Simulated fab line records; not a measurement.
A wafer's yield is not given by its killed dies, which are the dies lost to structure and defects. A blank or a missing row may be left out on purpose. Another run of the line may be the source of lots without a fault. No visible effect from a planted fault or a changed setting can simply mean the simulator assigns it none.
fab line records	flow n5-finfet
[record] lots = 24	wafers = 72	last-day = 17
route steps=1938 shown BEOL_M2@918 BEOL_M3@947
lots untouched by any fault: they come from a run of this same line in which no faults occurred
start-h: start of the lot's first displayed wafer, in hours after the record's first day	wait-h: hours since the lot's step before	" same as the row above	L1.1+2: one row covering several wafers at once	- no value, or no start was given	* or withheld: withheld	< > ~ a bound
route shown NAME@n: names a module that has steps shown in the file, with the first one's number in the route	usual: the fault-free wafers' mean and standard deviation	same: alike in all rows	chamber/n: place in a boat	sites: the reading at each site	_std_site: the values' standard deviation	_edge_site: the outer-site mean with the inner-site mean subtracted	radius-mm: how far each site lies from the wafer's centre	mask NAME#n: copy n	behind: the last tool/chamber to shape the wafer	hold: the reason the lot was held/the length of the hold in hours/how it ended	device: names the non-switching transistor (n, p or np)	end of line: at the end of the route, the tests of the same wafers	step lacking rows: just its recipe	killed: not the wafer's yield, but the dies lost to structure and defects at the first sort	map: a wafer's dies, x killed, . not, _ none there
set.NAME: the setting the step ran with; set.NAME@STEP: the setting that earlier step ran with	model.NAME: the simulator's own value behind a step, which no gauge read
route steps across a sampled set of lots; one table per step, one row per wafer
services: when a tool's chamber went out of use (start-h, in hours from the record's first day, below 0 if earlier), for how many hours, and the reason
[[steps]]
[step N5_BEOL_M2_SPUTTER_94]
[recipe] material = Cu	target-thk-a = 45	temp-c = -20	chamber-pressure-pa = 0.07	power-w = withheld	time-s = 8.29
[usual] substrate-temp-c = -20.00/0.11	throttle-valve-pct = 30.0/0.92
lot.wafer	tool	chamber	start-h	wait-h	substrate-temp-c	throttle-valve-pct
L074.4	pvd-sputter-01	-	134.05	0.1	-20.08	31.8
L074.5	"	-	"	"	-20.27	30.0
L074.6	"	-	"	"	-20.14	30.7
L075.1	pvd-sputter-01	-	145.97	0.1	-19.95	31.9
L075.3	"	-	"	"	-19.87	29.9
L075.6	"	-	"	"	-20.16	30.0
L076.1	pvd-sputter-03	-	152.48	0.1	-19.87	29.3
L076.3	"	-	"	"	-19.90	30.0
L076.5	"	-	"	"	-20.13	30.1
L077.1	pvd-sputter-01	-	153.81	0.1	-20.03	30.0
L077.2	"	-	"	"	-19.94	31.8
L077.5	"	-	"	"	-20.10	30.7
L078.1	pvd-sputter-03	-	170.13	0.1	-19.95	30.0
L078.3	"	-	"	"	-20.03	31.5
L078.5	"	-	"	"	-19.92	29.8
L079.2	pvd-sputter-03	-	172.33	0.1	-19.88	29.8
L079.4	"	-	"	"	-20.00	30.1
L079.5	"	-	"	"	-19.83	29.9
L080.1	pvd-sputter-03	-	174.25	0.1	-20.06	31.6
L080.4	"	-	"	"	-19.85	29.1
L080.6	"	-	"	"	-20.08	29.8
L081.3	pvd-sputter-02	-	181.37	0.1	-20.07	29.2
L081.4	"	-	"	"	-20.18	29.7
L081.5	"	-	"	"	-20.17	29.2
L082.2	pvd-sputter-01	-	193.92	0.1	-20.00	30.3
L082.3	"	-	"	"	-19.92	30.1
L082.6	"	-	"	"	-19.95	30.0
L083.3	pvd-sputter-02	-	202.69	0.1	-19.77	28.9
L083.4	"	-	"	"	-20.03	29.2
L083.5	"	-	"	"	-20.03	29.2
L084.4	pvd-sputter-02	-	205.84	0.1	-19.97	29.4
L084.5	"	-	"	"	-20.07	28.6
L084.6	"	-	"	"	-19.78	29.2
L085.2	pvd-sputter-01	-	206.68	0.1	-20.09	29.7
L085.4	"	-	"	"	-20.15	30.2
L085.5	"	-	"	"	-19.87	31.9
L086.1	pvd-sputter-02	-	214.29	0.1	-20.16	29.2
L086.2	"	-	"	"	-19.99	28.7
L086.6	"	-	"	"	-20.03	29.3
L087.1	pvd-sputter-01	-	214.53	0.1	-20.21	32.0
L087.2	"	-	"	"	-20.02	30.8
L087.3	"	-	"	"	-20.12	29.9
L088.1	pvd-sputter-03	-	224.04	0.1	-19.93	29.1
L088.4	"	-	"	"	-19.87	30.1
L088.5	"	-	"	"	-19.95	29.8
L089.1	pvd-sputter-02	-	229.66	0.1	-20.08	29.0
L089.3	"	-	"	"	-20.10	29.4
L089.6	"	-	"	"	-20.25	29.2
L090.3	pvd-sputter-03	-	244.23	0.1	-19.98	30.1
L090.4	"	-	"	"	-20.19	29.7
L090.6	"	-	"	"	-20.03	31.8
L091.1	pvd-sputter-02	-	250.97	0.1	-20.10	29.0
L091.2	"	-	"	"	-20.03	30.2
L091.6	"	-	"	"	-19.88	29.2
L092.1	pvd-sputter-03	-	256.74	0.1	-19.97	31.9
L092.2	"	-	"	"	-19.96	29.6
L092.3	"	-	"	"	-20.06	30.2
L093.3	pvd-sputter-03	-	259.71	0.1	-19.88	30.0
L093.4	"	-	"	"	-20.01	31.5
L093.6	"	-	"	"	-19.95	30.1
L094.1	pvd-sputter-01	-	262.54	0.1	-20.23	30.0
L094.4	"	-	"	"	-20.07	32.3
L094.6	"	-	"	"	-20.13	30.0
L095.1	pvd-sputter-03	-	265.03	0.1	-19.74	29.7
L095.4	"	-	"	"	-19.98	31.5
L095.5	"	-	"	"	-20.07	29.9
L097.2	pvd-sputter-03	-	275.50	0.1	-20.03	30.1
L097.3	"	-	"	"	-19.91	29.4
L097.6	"	-	"	"	-19.97	29.8
L096.3	pvd-sputter-02	-	285.11	0.1	-19.90	29.7
L096.4	"	-	"	"	-20.16	29.1
L096.6	"	-	"	"	-19.98	30.0
[step N5_BEOL_M2_PRE_CLEAN_60]
[recipe] gas = NH3/H2	time-s = 15	temp-c = *	rf-power-w = 300
[usual] heater-power-w = 85/20
lot.wafer	tool	chamber	start-h	wait-h	heater-power-w
L074.4	cvd-co-02	0	135.20	0.1	112
L074.5	"	1	"	"	68
L074.6	"	2	"	"	65
L075.1	cvd-co-02	1	147.01	0.0	69
L075.3	"	0	"	"	113
L075.6	"	1	"	"	68
L076.1	cvd-co-01	2	154.94	0.0	78
L076.3	"	0	"	"	72
L076.5	"	0	"	"	73
L077.1	cvd-co-01	2	155.48	0.0	77
L077.2	"	1	"	"	111
L077.5	"	2	"	"	78
L078.1	cvd-co-02	1	171.18	0.0	69
L078.3	"	2	"	"	67
L078.5	"	0	"	"	114
L079.2	cvd-co-02	0	173.38	0.0	112
L079.4	"	2	"	"	65
L079.5	"	0	"	"	111
L080.1	cvd-co-02	2	175.30	0.0	66
L080.4	"	0	"	"	114
L080.6	"	2	"	"	66
L081.3	cvd-co-02	0	182.42	0.0	111
L081.4	"	1	"	"	69
L081.5	"	2	"	"	66
L082.2	cvd-co-02	2	194.97	0.0	64
L082.3	"	1	"	"	69
L082.6	"	0	"	"	115
L083.3	cvd-co-01	1	203.73	0.0	112
L083.4	"	1	"	"	113
L083.5	"	0	"	"	73
L084.4	cvd-co-01	2	206.90	0.1	78
L084.5	"	1	"	"	112
L084.6	"	0	"	"	73
L085.2	cvd-co-02	1	207.73	0.0	68
L085.4	"	2	"	"	66
L085.5	"	0	"	"	112
L086.1	cvd-co-02	2	215.34	0.0	66
L086.2	"	0	"	"	113
L086.6	"	0	"	"	115
L087.1	cvd-co-01	2	215.61	0.0	79
L087.2	"	1	"	"	112
L087.3	"	0	"	"	72
L088.1	cvd-co-02	2	225.08	0.0	66
L088.4	"	1	"	"	69
L088.5	"	2	"	"	65
L089.1	cvd-co-01	2	230.71	0.0	79
L089.3	"	0	"	"	72
L089.6	"	2	"	"	80
L090.3	cvd-co-01	1	245.28	0.0	111
L090.4	"	1	"	"	113
L090.6	"	2	"	"	79
L091.1	cvd-co-01	1	252.03	0.0	109
L091.2	"	0	"	"	73
L091.6	"	0	"	"	70
L092.1	cvd-co-02	0	258.17	0.1	112
L092.2	"	2	"	"	66
L092.3	"	1	"	"	67
L093.3	cvd-co-01	1	260.98	0.3	113
L093.4	"	0	"	"	71
L093.6	"	1	"	"	111
L094.1	cvd-co-01	1	263.67	0.1	116
L094.4	"	0	"	"	71
L094.6	"	1	"	"	111
L095.1	cvd-co-01	1	266.87	0.3	114
L095.4	"	2	"	"	80
L095.5	"	1	"	"	115
L097.2	cvd-co-01	0	276.69	0.1	71
L097.3	"	1	"	"	113
L097.6	"	1	"	"	113
L096.3	cvd-co-01	0	286.16	0.0	71
L096.4	"	1	"	"	111
L096.6	"	2	"	"	82
[step N5_BEOL_M2_DEP_57]
[recipe] material = SiCN	target-thk-a = 80	temp-c = withheld	precursor = 3MS/NH3	pressure-torr = 3	rf-w = 202	time-s = 14
[usual] chamber-pressure-Torr = 3.000/0.0066	showerhead-plenum-p-Torr = 3.661/0.013	throttle-valve-pct = 9.2/0.57
lot.wafer	tool	chamber	start-h	wait-h	chamber-pressure-Torr	showerhead-plenum-p-Torr	throttle-valve-pct
L074.4	pecvd-02	1	135.36	0.0	3.005	3.669	10.3
L074.5	"	2	"	"	3.006	3.653	9.1
L074.6	"	0	"	"	2.993	3.643	9.7
L075.1	pecvd-03	2	147.17	0.0	3.012	3.654	8.8
L075.3	"	0	"	"	3.009	3.680	8.7
L075.6	"	0	"	"	3.012	3.679	8.7
L076.1	pecvd-03	1	155.10	0.0	2.997	3.667	9.1
L076.3	"	2	"	"	3.002	3.655	8.8
L076.5	"	2	"	"	3.002	3.656	8.7
L077.1	pecvd-02	0	155.64	0.0	2.997	3.639	9.7
L077.2	"	1	"	"	2.998	3.669	10.3
L077.5	"	2	"	"	3.009	3.646	9.4
L078.1	pecvd-02	2	171.34	0.0	2.998	3.660	9.1
L078.3	"	1	"	"	2.999	3.676	10.0
L078.5	"	2	"	"	2.996	3.645	8.9
L079.2	pecvd-01	1	173.54	0.0	2.997	3.670	9.9
L079.4	"	1	"	"	3.002	3.658	9.9
L079.5	"	0	"	"	3.003	3.676	9.4
L080.1	pecvd-03	0	175.46	0.0	3.013	3.678	8.6
L080.4	"	1	"	"	3.001	3.664	8.8
L080.6	"	2	"	"	2.984	3.644	8.7
L081.3	pecvd-01	0	182.57	0.0	2.993	3.673	8.8
L081.4	"	1	"	"	2.982	3.668	9.7
L081.5	"	0	"	"	2.993	3.668	9.4
L082.2	pecvd-03	2	195.14	0.0	2.996	3.646	8.6
L082.3	"	2	"	"	3.001	3.647	8.9
L082.6	"	2	"	"	3.007	3.656	8.9
L083.3	pecvd-02	2	203.89	0.0	2.999	3.642	9.3
L083.4	"	2	"	"	2.999	3.658	9.0
L083.5	"	0	"	"	2.991	3.640	9.5
L084.4	pecvd-02	2	207.06	0.0	3.015	3.657	9.0
L084.5	"	0	"	"	2.993	3.639	9.6
L084.6	"	1	"	"	3.006	3.675	10.1
L085.2	pecvd-02	2	207.88	0.0	2.999	3.647	8.9
L085.4	"	1	"	"	2.992	3.683	10.1
L085.5	"	0	"	"	3.006	3.647	9.9
L086.1	pecvd-01	1	215.55	0.0	3.001	3.665	9.9
L086.2	"	2	"	"	2.992	3.666	9.4
L086.6	"	1	"	"	3.012	3.667	9.9
L087.1	pecvd-01	2	215.76	0.0	3.002	3.657	8.9
L087.2	"	0	"	"	3.007	3.666	9.1
L087.3	"	1	"	"	3.003	3.671	10.0
L088.1	pecvd-02	2	225.25	0.0	2.998	3.657	9.2
L088.4	"	2	"	"	3.004	3.653	9.1
L088.5	"	2	"	"	3.004	3.649	9.0
L089.1	pecvd-01	0	230.86	0.0	3.000	3.676	9.1
L089.3	"	1	"	"	2.999	3.668	9.8
L089.6	"	1	"	"	3.011	3.678	9.9
L090.3	pecvd-01	0	245.43	0.0	2.998	3.682	9.3
L090.4	"	2	"	"	2.998	3.657	9.0
L090.6	"	0	"	"	3.008	3.672	8.9
L091.1	pecvd-03	0	252.18	0.0	2.991	3.678	8.7
L091.2	"	2	"	"	2.990	3.651	7.8
L091.6	"	1	"	"	3.000	3.665	8.8
L092.1	pecvd-02	2	258.33	0.0	2.998	3.650	9.6
L092.2	"	0	"	"	2.998	3.643	9.6
L092.3	"	1	"	"	3.000	3.673	9.9
L093.3	pecvd-03	2	261.14	0.0	2.996	3.643	8.3
L093.4	"	0	"	"	3.009	3.671	8.8
L093.6	"	1	"	"	2.996	3.657	8.9
L094.1	pecvd-01	1	263.82	0.0	2.994	3.669	9.8
L094.4	"	2	"	"	3.005	3.657	9.4
L094.6	"	1	"	"	3.016	3.674	9.6
L095.1	pecvd-01	0	267.03	0.0	2.992	3.671	9.3
L095.4	"	2	"	"	2.992	3.659	9.3
L095.5	"	0	"	"	3.009	3.672	9.3
L097.2	pecvd-03	2	276.84	0.0	2.997	3.641	7.8
L097.3	"	1	"	"	3.000	3.664	8.9
L097.6	"	2	"	"	2.994	3.637	7.8
L096.3	pecvd-03	1	286.32	0.0	2.995	3.664	8.7
L096.4	"	0	"	"	3.003	3.665	8.5
L096.6	"	2	"	"	3.003	3.655	8.1
[step N5_BEOL_M2_RS_MEAS_58]
[recipe] thk-meas-gauge = four-point-probe	reads = Co_of_BEOL_M2_CO_CAP_55+Cu_of_BEOL_M2_ECD_50+Co_of_BEOL_M2_CVD_47+TaN_of_BEOL_M2_ALD_84
[usual] M2_RS = 0.673/0.027
lot.wafer	tool	chamber	start-h	wait-h	M2_RS[ohm/sq]
L074.4	film-metro-02	-	135.41	0.0	0.627
L074.5	"	-	"	"	0.680
L074.6	"	-	"	"	0.645
L075.1	film-metro-01	-	147.24	0.0	0.655
L075.3	"	-	"	"	0.680
L075.6	"	-	"	"	0.702
L076.1	film-metro-01	-	155.17	0.0	0.689
L076.3	"	-	"	"	0.695
L076.5	"	-	"	"	0.701
L077.1	film-metro-01	-	155.71	0.0	0.645
L077.2	"	-	"	"	0.673
L077.5	"	-	"	"	0.642
L078.1	film-metro-01	-	171.40	0.0	0.665
L078.3	"	-	"	"	0.671
L078.5	"	-	"	"	0.640
L079.2	film-metro-01	-	173.60	0.1	0.696
L079.4	"	-	"	"	0.657
L079.5	"	-	"	"	0.688
L080.1	film-metro-01	-	175.52	0.0	0.685
L080.4	"	-	"	"	0.687
L080.6	"	-	"	"	0.635
L081.3	film-metro-01	-	182.64	0.1	0.677
L081.4	"	-	"	"	0.665
L081.5	"	-	"	"	0.686
L082.2	film-metro-01	-	195.22	0.1	0.684
L082.3	"	-	"	"	0.701
L082.6	"	-	"	"	0.713
L083.3	film-metro-02	-	203.96	0.1	0.622
L083.4	"	-	"	"	0.675
L083.5	"	-	"	"	0.659
L084.4	film-metro-01	-	207.11	0.0	0.688
L084.5	"	-	"	"	0.683
L084.6	"	-	"	"	0.672
L085.2	film-metro-02	-	207.95	0.1	0.670
L085.4	"	-	"	"	0.683
L085.5	"	-	"	"	0.668
L086.1	film-metro-01	-	215.62	0.0	0.646
L086.2	"	-	"	"	0.659
L086.6	"	-	"	"	0.659
L087.1	film-metro-02	-	215.83	0.0	0.692
L087.2	"	-	"	"	0.692
L087.3	"	-	"	"	0.685
L088.1	film-metro-02	-	225.33	0.1	0.650
L088.4	"	-	"	"	0.656
L088.5	"	-	"	"	0.691
L089.1	film-metro-01	-	230.93	0.0	0.706
L089.3	"	-	"	"	0.691
L089.6	"	-	"	"	0.713
L090.3	film-metro-02	-	245.50	0.1	0.732
L090.4	"	-	"	"	0.760
L090.6	"	-	"	"	0.650
L091.1	film-metro-02	-	252.25	0.0	0.677
L091.2	"	-	"	"	0.643
L091.6	"	-	"	"	0.663
L092.1	film-metro-01	-	258.39	0.0	0.682
L092.2	"	-	"	"	0.633
L092.3	"	-	"	"	0.677
L093.3	film-metro-01	-	261.21	0.1	0.673
L093.4	"	-	"	"	0.640
L093.6	"	-	"	"	0.685
L094.1	film-metro-01	-	263.89	0.0	0.668
L094.4	"	-	"	"	0.683
L094.6	"	-	"	"	0.694
L095.1	film-metro-01	-	267.09	0.0	0.687
L095.4	"	-	"	"	0.696
L095.5	"	-	"	"	0.631
L097.2	film-metro-01	-	276.91	0.1	0.694
L097.3	"	-	"	"	0.678
L097.6	"	-	"	"	0.676
L096.3	film-metro-01	-	286.41	0.1	0.633
L096.4	"	-	"	"	0.652
L096.6	"	-	"	"	0.660
[step N5_BEOL_M3_DESCUM_16]
[recipe] chemistry = O2	time-s = 7	source-power-w = 50	bias-power-w = 20	pressure-mtorr = 20	rf-frequency-hz = 2.712e+07	temp-c = 40	resist = CAR-EUV	o2-flow-sccm = 225
[usual] drypump-motor-current-A = 5.7/0.49	oes-product-au = 0.80/0.089	rf-vpp-V = 243.0/1.2	showerhead-plenum-p-Torr = 2.08/0.064	throttle-valve-pct = 20.32/0.13
lot.wafer	tool	chamber	start-h	wait-h	drypump-motor-current-A	oes-product-au	rf-hours-counter-h	rf-vpp-V	showerhead-plenum-p-Torr	throttle-valve-pct
L074.4	rie-diel-02	0	136.35	0.0	5.9	0.71	-	243.3	2.07	20.48
L074.5	"	0	"	"	5.9	0.72	-	241.8	2.07	20.47
L074.6	"	3	"	"	5.6	0.70	-	245.8	2.17	20.43
L075.1	rie-diel-02	2	149.27	0.4	6.0	0.99	4	242.4	2.06	20.42
L075.3	"	3	"	"	5.5	0.70	197	245.5	2.16	20.43
L075.6	"	3	"	"	5.5	0.70	-	244.3	2.16	20.43
L076.1	rie-diel-02	0	155.90	0.0	6.0	0.72	213	243.5	2.07	20.48
L076.3	"	3	"	"	5.5	0.69	200	246.0	2.16	20.42
L076.5	"	2	"	"	6.0	0.97	-	241.8	2.06	20.41
L077.1	rie-diel-06	3	156.89	0.1	5.9	0.86	44	242.6	2.05	20.19
L077.2	"	0	"	"	5.8	0.97	5	243.2	2.07	20.18
L077.5	"	1	"	"	6.6	0.89	-	243.4	2.21	20.37
L078.1	rie-diel-06	2	172.90	0.0	5.6	0.70	214	243.6	2.07	20.21
L078.3	"	0	"	"	5.8	0.96	10	242.6	2.06	20.19
L078.5	"	2	"	"	5.6	0.70	-	241.8	2.07	20.20
L079.2	rie-diel-01	1	175.71	0.5	5.8	0.75	148	242.9	2.01	20.13
L079.4	"	3	"	"	4.7	0.83	90	241.9	2.03	20.24
L079.5	"	1	"	"	5.8	0.75	-	241.6	2.01	20.11
L080.1	rie-diel-01	0	177.64	0.2	5.8	0.75	148	244.8	2.18	20.56
L080.4	"	3	"	"	4.7	0.83	91	242.9	2.03	20.24
L080.6	"	1	"	"	5.8	0.76	-	242.8	2.01	20.13
L081.3	rie-diel-02	1	184.40	0.0	6.1	0.98	5	242.5	2.05	20.25
L081.4	"	0	"	"	5.9	0.71	222	243.3	2.07	20.49
L081.5	"	3	"	"	5.6	0.69	-	244.3	2.16	20.45
L082.2	rie-diel-06	3	196.79	0.1	5.9	0.83	58	244.0	2.04	20.20
L082.3	"	1	"	"	6.6	0.87	56	245.5	2.21	20.38
L082.6	"	3	"	"	5.9	0.84	-	241.8	2.04	20.20
L083.3	rie-diel-02	2	205.55	0.0	6.0	0.93	22	241.5	2.06	20.44
L083.4	"	1	"	"	6.0	0.94	11	244.1	2.05	20.26
L083.5	"	0	"	"	6.0	0.71	-	242.2	2.06	20.48
L084.4	rie-diel-06	0	208.69	0.0	5.8	0.93	21	242.5	2.06	20.20
L084.5	"	1	"	"	6.6	0.87	-	244.9	2.21	20.41
L084.6	"	0	"	"	5.8	0.94	-	243.1	2.06	20.19
L085.2	rie-diel-06	1	209.78	0.2	6.6	0.87	60	245.6	2.21	20.40
L085.4	"	3	"	"	5.9	0.83	61	243.4	2.04	20.22
L085.5	"	0	"	"	5.8	0.94	-	241.3	2.06	20.21
L086.1	rie-diel-01	2	218.94	0.5	5.0	0.81	83	242.7	2.04	20.28
L086.2	"	3	"	"	4.7	0.81	102	242.9	2.03	20.26
L086.6	"	2	"	"	4.9	0.81	-	241.5	2.04	20.27
L087.1	rie-diel-06	0	219.04	0.4	5.8	0.93	25	242.8	2.06	20.21
L087.2	"	2	"	"	5.7	0.69	230	242.2	2.07	20.23
L087.3	"	3	"	"	5.9	0.83	65	242.3	2.04	20.20
L088.1	rie-diel-01	2	228.03	1.1	4.9	0.81	88	241.9	2.04	20.26
L088.4	"	0	"	"	5.7	0.74	164	243.7	2.18	20.59
L088.5	"	2	"	"	4.9	0.81	-	242.5	2.04	20.28
L089.1	rie-diel-06	2	232.46	0.3	5.7	0.68	237	242.8	2.06	20.25
L089.3	"	3	"	"	5.9	0.83	73	243.1	2.04	20.23
L089.6	"	2	"	"	5.7	0.68	-	241.7	2.06	20.24
L090.3	rie-diel-01	1	246.54	0.0	5.8	0.74	169	241.5	2.00	20.15
L090.4	"	2	"	"	4.9	0.79	94	242.3	2.04	20.28
L090.6	"	2	"	"	4.9	0.79	-	241.0	2.04	20.26
L091.1	rie-diel-06	0	253.97	0.3	5.8	0.90	38	242.4	2.05	20.24
L091.2	"	2	"	"	5.6	0.68	242	242.6	2.06	20.26
L091.6	"	2	"	"	5.6	0.69	-	243.5	2.06	20.23
L092.1	rie-diel-06	3	260.51	0.0	5.9	0.81	80	243.1	2.03	20.24
L092.2	"	1	"	"	6.6	0.85	72	244.3	2.20	20.42
L092.3	"	2	"	"	5.6	0.68	245	241.7	2.06	20.24
L093.3	rie-diel-06	1	262.25	0.1	6.6	0.84	73	244.4	2.20	20.42
L093.4	"	0	"	"	5.8	0.89	42	243.3	2.05	20.24
L093.6	"	2	"	"	5.7	0.68	-	242.7	2.06	20.25
L094.1	rie-diel-02	3	266.52	0.0	5.6	0.68	229	244.9	2.15	20.48
L094.4	"	0	"	"	6.0	0.70	244	242.7	2.06	20.52
L094.6	"	0	"	"	5.9	0.70	-	242.1	2.06	20.53
L095.1	rie-diel-01	1	268.85	0.0	5.8	0.74	177	241.2	2.00	20.15
L095.4	"	3	"	"	4.7	0.80	120	240.8	2.02	20.30
L095.5	"	3	"	"	4.7	0.79	-	242.2	2.02	20.29
L097.2	rie-diel-01	1	278.78	0.3	5.8	0.73	181	242.6	2.00	20.16
L097.3	"	0	"	"	5.7	0.72	181	243.2	2.17	20.60
L097.6	"	2	"	"	5.0	0.78	-	243.3	2.03	20.30
L096.3	rie-diel-01	3	287.48	0.2	4.7	0.79	126	241.5	2.02	20.30
L096.4	"	0	"	"	5.8	0.73	184	243.9	2.17	20.62
L096.6	"	1	"	"	5.8	0.72	-	242.5	2.00	20.17
[step N5_BEOL_M3_PRE_CLEAN_45]
[recipe] gas = H2/He	time-s = 30	temp-c = 250
[usual] heater-power-w = 348/26
lot.wafer	tool	chamber	start-h	wait-h	heater-power-w
L074.4	pvd-sputter-03	-	141.66	0.0	319
L074.5	"	-	"	"	377
L074.6	"	-	"	"	317
L075.1	pvd-sputter-01	-	151.86	0.0	340
L075.3	"	-	"	"	335
L075.6	"	-	"	"	358
L077.1	pvd-sputter-01	-	164.80	0.0	358
L077.2	"	-	"	"	336
L077.5	"	-	"	"	345
L076.1	pvd-sputter-01	-	164.98	0.0	357
L076.3	"	-	"	"	344
L076.5	"	-	"	"	331
L078.1	pvd-sputter-03	-	179.01	0.0	328
L078.3	"	-	"	"	325
L078.5	"	-	"	"	385
L080.1	pvd-sputter-02	-	182.85	0.0	339
L080.4	"	-	"	"	318
L080.6	"	-	"	"	326
L079.2	pvd-sputter-03	-	185.10	2.7	327
L079.4	"	-	"	"	347
L079.5	"	-	"	"	317
L081.3	pvd-sputter-01	-	192.26	0.0	337
L081.4	"	-	"	"	338
L081.5	"	-	"	"	355
L082.2	pvd-sputter-03	-	200.25	0.0	328
L082.3	"	-	"	"	313
L082.6	"	-	"	"	375
L083.3	pvd-sputter-01	-	215.33	0.0	338
L083.4	"	-	"	"	360
L083.5	"	-	"	"	337
L084.4	pvd-sputter-02	-	215.33	0.0	348
L084.5	"	-	"	"	313
L084.6	"	-	"	"	369
L085.2	pvd-sputter-02	-	218.62	0.0	429
L085.4	"	-	"	"	316
L085.5	"	-	"	"	436
L086.1	pvd-sputter-03	-	221.74	0.0	360
L086.2	"	-	"	"	314
L086.6	"	-	"	"	350
L087.1	pvd-sputter-03	-	221.92	0.0	320
L087.2	"	-	"	"	346
L087.3	"	-	"	"	325
L088.1	pvd-sputter-03	-	231.87	0.0	365
L088.4	"	-	"	"	348
L088.5	"	-	"	"	331
L089.1	pvd-sputter-03	-	246.07	0.0	346
L089.3	"	-	"	"	378
L089.6	"	-	"	"	341
L090.3	pvd-sputter-01	-	249.01	0.0	355
L090.4	"	-	"	"	339
L090.6	"	-	"	"	338
L091.1	pvd-sputter-01	-	257.33	0.0	358
L091.2	"	-	"	"	344
L091.6	"	-	"	"	346
L092.1	pvd-sputter-03	-	265.61	0.0	328
L092.2	"	-	"	"	323
L092.3	"	-	"	"	357
L093.3	pvd-sputter-01	-	273.02	0.0	352
L093.4	"	-	"	"	331
L093.6	"	-	"	"	341
L094.1	pvd-sputter-01	-	273.10	0.0	345
L094.4	"	-	"	"	341
L094.6	"	-	"	"	341
L095.1	pvd-sputter-03	-	276.36	0.0	382
L095.4	"	-	"	"	324
L095.5	"	-	"	"	346
L097.2	pvd-sputter-02	-	286.67	0.0	318
L097.3	"	-	"	"	428
L097.6	"	-	"	"	328
L096.3	pvd-sputter-02	-	294.91	0.0	341
L096.4	"	-	"	"	323
L096.6	"	-	"	"	423
[[services]]
tool	chamber	start-h	hours	kind
cvd-co-01	1	114.69	-	clean
rie-diel-06	0	115.84	5.3	repair
pecvd-03	-	126.99	0.5	repair
rie-diel-06	1	128.14	16.7	repair
pvd-sputter-03	-	131.77	0.5	repair
rie-diel-02	2	132.32	6.3	repair
pvd-sputter-03	-	135.06	2.9	repair
rie-diel-06	2	142.69	23.3	repair
pecvd-01	-	166.23	6.0	pm
pecvd-01	-	176.61	1.2	repair
pecvd-03	2	198.64	13.5	repair
cvd-co-02	1	213.85	10.7	repair
rie-diel-02	-	215.56	14.6	pm
cvd-co-02	-	230.19	6.9	pm
rie-diel-01	-	231.04	0.4	repair
cvd-co-02	-	245.69	0.2	repair
cvd-co-02	0	253.16	4.1	repair
cvd-co-02	-	259.70	28.1	pm
pecvd-02	-	274.24	0.2	repair
pecvd-02	-	274.66	5.5	pm
rie-diel-06	-	276.05	14.6	pm
pecvd-01	1	277.97	7.5	repair
rie-diel-02	-	279.98	0.2	repair
pecvd-03	-	294.43	10.2	repair
[[key]]
fault none
